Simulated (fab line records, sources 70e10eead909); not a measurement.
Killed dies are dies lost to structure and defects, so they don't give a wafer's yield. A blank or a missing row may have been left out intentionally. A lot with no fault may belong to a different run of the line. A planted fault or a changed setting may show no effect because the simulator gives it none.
Which tool did it? || flow nand harc || 7 lots, 21 wafers sampled, at 3 steps of a route of 1159

WHAT EACH GAUGE READ, for each wafer
NHARC_HYBRID_BOND_OVL_MEAS_05.
{"lot": "L937", "measured": "day 18 19:08", "on": "overlay-02", "overlay x nm (nm)": "-22 -16 6"}
{"lot": "L940", "measured": "day 18 19:09", "on": "overlay-01", "overlay x nm (nm)": "9 31 -5"}
{"lot": "L941", "measured": "day 19 13:41", "on": "overlay-02", "overlay x nm (nm)": "-79 -7 9"}
{"lot": "L944", "measured": "day 20 21:25", "on": "overlay-02", "overlay x nm (nm)": "-5 41 12"}
{"lot": "L945", "measured": "day 20 14:40", "on": "overlay-02", "overlay x nm (nm)": "6 -17 26"}
{"lot": "L948", "measured": "day 22 03:51", "on": "overlay-01", "overlay x nm (nm)": "6 2 21"}
{"lot": "L958", "measured": "day 23 20:16", "on": "overlay-02", "overlay x nm (nm)": "38 -69 -30"}

TOOL THAT RAN EACH LOT (tool first, then ch and the chambers of the sampled wafers, then the start)
{"lot": "L937", "NHARC_A_ONON_D1_DEP_09": "pecvd onon-03 ch 0, day 8 00:08", "NHARC_A_BONDPAD_ANNEAL_28": "rtp anneal-01 ch 0, day 18 08:17"}
{"lot": "L940", "NHARC_A_ONON_D1_DEP_09": "pecvd onon-02 ch 0, day 8 07:43", "NHARC_A_BONDPAD_ANNEAL_28": "rtp anneal-02 ch 0, day 18 08:30"}
{"lot": "L941", "NHARC_A_ONON_D1_DEP_09": "pecvd onon-01 ch 0, day 8 22:29", "NHARC_A_BONDPAD_ANNEAL_28": "rtp anneal-01 ch 0, day 19 02:12"}
{"lot": "L944", "NHARC_A_ONON_D1_DEP_09": "pecvd onon-01 ch 0, day 9 20:09", "NHARC_A_BONDPAD_ANNEAL_28": "rtp anneal-02 ch 0, day 20 08:42"}
{"lot": "L945", "NHARC_A_ONON_D1_DEP_09": "pecvd onon-02 ch 0, day 9 20:17", "NHARC_A_BONDPAD_ANNEAL_28": "rtp anneal-02 ch 0, day 20 03:58"}
{"lot": "L948", "NHARC_A_ONON_D1_DEP_09": "pecvd onon-01 ch 0, day 10 19:37", "NHARC_A_BONDPAD_ANNEAL_28": "rtp anneal-02 ch 0, day 21 17:02"}
{"lot": "L958", "NHARC_A_ONON_D1_DEP_09": "pecvd onon-03 ch 0, day 12 20:50", "NHARC_A_BONDPAD_ANNEAL_28": "rtp anneal-01 ch 0, day 23 09:34"}
- NHARC_A_ONON_D1_DEP_09: target thk 1000 nm.
- NHARC_A_BONDPAD_ANNEAL_28: time 90 s.

THE ANSWER, worked out from the rows above alone
Rule: what is usual is taken from the lots themselves. The widest of any qualifying gaps counts: lots, ordered by their means at a reading, are off when they make up no more than a third of the lots, leave a main group of 4 or more, and stand apart from it by 3 or more times the standard deviation of that group's means. The tables above print the reading to a certain number of digits; a main group whose means all agree to those digits is not used. A lot without any number at a reading at which 4 lots or more have one is off too. Where the step has rows for the other lots, those lots are counted as sound.
No lot is off on any of the readings shown, so nothing can be concluded from this.

WHAT WAS PUT IN BY THE SIMULATOR
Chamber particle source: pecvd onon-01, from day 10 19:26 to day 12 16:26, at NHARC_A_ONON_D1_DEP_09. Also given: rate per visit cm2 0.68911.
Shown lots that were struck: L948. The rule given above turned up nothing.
